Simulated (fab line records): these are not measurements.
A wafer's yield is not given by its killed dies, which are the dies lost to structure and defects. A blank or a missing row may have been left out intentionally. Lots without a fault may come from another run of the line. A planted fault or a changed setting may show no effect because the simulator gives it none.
Matching of chambers | flow nand_harc | 4 sister chambers for NHARC_P_GATE_DESCUM_13 on rie_diel-11
The step chemistry O2, time 3 s. 8 wafers are shown with their chamber, then 9 later ones without.

## WAFERS PAIRED WITH THEIR CHAMBERS
wafer  | chamber | showerhead_plenum_p_Torr (Torr) | oes_product_au (a.u.)
L371.6 | 2       | 1.87                            | 0.982
L374.5 | 0       | 2.04                            | 0.989
L376.3 | 1       | 1.94                            | 0.993
L376.4 | 2       | 1.86                            | 0.975
L376.6 | 3       | 1.88                            | 1.011
L377.2 | 1       | 1.94                            | 0.982
L377.3 | 0       | 2.04                            | 0.994
L377.6 | 3       | 1.88                            | 1.005

## WAFERS MISSING THEIR CHAMBER
wafer  | showerhead_plenum_p_Torr (Torr) | oes_product_au (a.u.)
L378.2 | 1.94                            | 0.999
L378.3 | 2.04                            | 0.998
L378.5 | 2.04                            | 1.006
L388.1 | 1.88                            | 0.999
L388.2 | 1.86                            | 0.986
L388.4 | 1.93                            | 0.970
L389.1 | 1.93                            | 0.978
L389.3 | 1.88                            | 0.999
L389.6 | 1.88                            | 0.986

## EACH ONE'S CHAMBER
wafer  | from the rows above     | in truth
L378.2 | 1                       | 1
L378.3 | 0                       | 0
L378.5 | 0                       | 0
L388.1 | 3                       | 3
L388.2 | 2                       | 2
L388.4 | 1                       | 1
L389.1 | 1                       | 1
L389.3 | 3                       | 3
L389.6 | can't be placed: 3 or 2 | 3
Correctly placed: 8 of 9. Unplaceable from these rows: 1, with the true chamber sitting among the candidates in 1. Wrongly placed: 0.
How it was worked out, from the rows above alone: a wafer's distance from a chamber is the root of the sum, over the readings, of the square of ((its reading less the chamber's mean) divided by the reading's scatter). The wafer belongs to the nearest chamber; if the next one is less than 2 further off, it can't be placed. Each chamber's mean is taken over the wafers shown for it. The scatter: take each reading less its chamber's mean, square it, sum over the shown wafers, divide by the number of wafers less the number of chambers, and take the root.
